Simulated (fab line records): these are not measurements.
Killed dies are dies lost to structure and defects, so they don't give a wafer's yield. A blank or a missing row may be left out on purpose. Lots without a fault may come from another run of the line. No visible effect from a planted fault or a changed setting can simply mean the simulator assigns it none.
A struck lot beside a sound one    flow n5-finfet    16 out of 1938 route steps
Sound: the wafers L280.2, L280.5, L280.6. Wafers L275.1, L275.2, L275.6 were the ones struck. The cause is named last.
Per side, at each step with rows, come the tool, then ch with its chambers, and then its first start. Under that, the readings that differ: sound wafers    struck wafers    difference of the means    sigmas: that difference in standard deviations of wafers without a fault.
alike: a reading whose means differ by less than 2 such deviations, as well as words and numbers matching on both sides. not compared: withheld readings; readings where some wafer has no value; bounds like >300 that might hide an equal value; numbers whose values overlap and for which the record gives no deviation.
A row with sigmas, a row that says differs or no value, or rows on one side alone: a step with any of these is where the two part. Numbers that have no deviation but don't overlap get no sigmas and don't part them. Lack of a reading on every wafer of one side parts them only where that side has two or more wafers.

N5_HKMG_FIN_ETCH_31: etches SiARC in CF4, target depth 45.5 nm, time 75.8 s.
  sound on rie-diel-03 ch 2,3, day 6 16:31; struck on rie-diel-01 ch 0,1,2, day 5 05:43
  alike: bias-w, cf4-flow-sccm, drypump-motor-current-A, etch-rf-on-time-s, oes-product-au, rf-vpp-V, showerhead-plenum-p-Torr, throttle-valve-pct
  not compared: rf-hours-counter-h
then, 2 steps without rows for these wafers: N5_HKMG_FIN_ETCH_32 (etches SOC in N2/H2, target depth 240 nm, time 300 s); N5_HKMG_FIN_STRIP_33 (strips in N2/H2).
N5_HKMG_FIN_STRIP_34: strips in CF4.
  sound on rie-diel-03 ch 2,3, day 6 16:46; struck on rie-diel-01 ch 0,1,2, day 5 05:57
  alike: drypump-motor-current-A, oes-product-au, rf-vpp-V, showerhead-plenum-p-Torr, throttle-valve-pct
  not compared: rf-hours-counter-h
N5_HKMG_FIN_ETCH_35: etches SOC in N2/H2, target depth 215.8 nm, time 243.4 s.
  sound on rie-diel-03 ch 2,3, day 6 16:47; struck on rie-diel-01 ch 0,1,2, day 5 05:58
  alike: bias-w, chamber-pressure-mTorr, drypump-motor-current-A, n2-flow-sccm, oes-product-au, rf-vpp-V, showerhead-plenum-p-Torr, throttle-valve-pct
  not compared: rf-hours-counter-h
then, 2 steps without rows for these wafers: N5_HKMG_FIN_STRIP_92 (strips SOC in N2/H2, time 20 s); N5_HKMG_FIN_WET_ETCH_18 (etches TiN in SC1, time 55 s, target depth 5.2 nm, rinse time 30 s).
N5_HKMG_FIN_STRIP_19: strips in N2/H2, time 360 s.
  sound on plasma-asher-02 ch 0,1, day 6 17:05; struck on plasma-asher-01 ch 0,1, day 5 06:19
  alike: drypump-motor-current-A, heater-power-w, n2-flow-sccm
  not compared: rf-hours-counter-h
then, 3 steps without rows for these wafers: N5_HKMG_FIN_ALD_91 (deposits TiN, target thk 1 nm, pulse time 1 s, purge time 3 s); N5_HKMG_FIN_COAT_85 (time 60 s, resist thk 300 nm); N5_HKMG_FIN_ETCH_86 (etches SOC in N2/H2, stops on TiN, target depth 393.2 nm).
N5_HKMG_FIN_STRIP_89: strips SOC in N2/H2, time 20 s.
  sound on rie-diel-01 ch 2,3, day 6 18:05; struck on rie-diel-03 ch 1,2,3, day 5 07:17
  alike: drypump-motor-current-A, n2-flow-sccm, oes-product-au, rf-vpp-V, showerhead-plenum-p-Torr, throttle-valve-pct
  not compared: rf-hours-counter-h
N5_HKMG_FIN_WET_ETCH_87: etches TiN in SC1, time 154.2 s, target depth 4.7 nm, rinse time 30 s.
  sound on wet-bench-02 ch 0,1,3, day 6 18:11; struck on wet-bench-05 ch 2,4,5, day 5 07:23
  no value came back on the struck wafers for bath-guard-temp-C (C), bath-heat-duty-pct (%), time-s (s); on the sound wafers bath-guard-temp-C (C) reads 50.3 49.6 49.7
then, 1 step without rows for these wafers: N5_HKMG_FIN_STRIP_88 (strips in N2/H2, time 360 s).
N5_BEOL_M4_RC_MEAS_101:
  the record has rows for the sound wafers here (prober-01 ch 0, day 10 03:36) and none for the struck ones
-- the record jumps here: 8 days lie between the struck wafers' starts before and after (it left off in module BEOL_M4 and takes up again in module PASSIVATION, whose first step shown is number 1936 of the route) --
N5_PASSIVATION_PROBE_49:
  record: rows for the struck wafers here (prober-02, day 13 05:26), none for the sound ones

WHERE THEY PART
At N5_HKMG_FIN_WET_ETCH_87 first; at N5_PASSIVATION_PROBE_49 last (within this record only).

WHY: what had been put in by the simulator
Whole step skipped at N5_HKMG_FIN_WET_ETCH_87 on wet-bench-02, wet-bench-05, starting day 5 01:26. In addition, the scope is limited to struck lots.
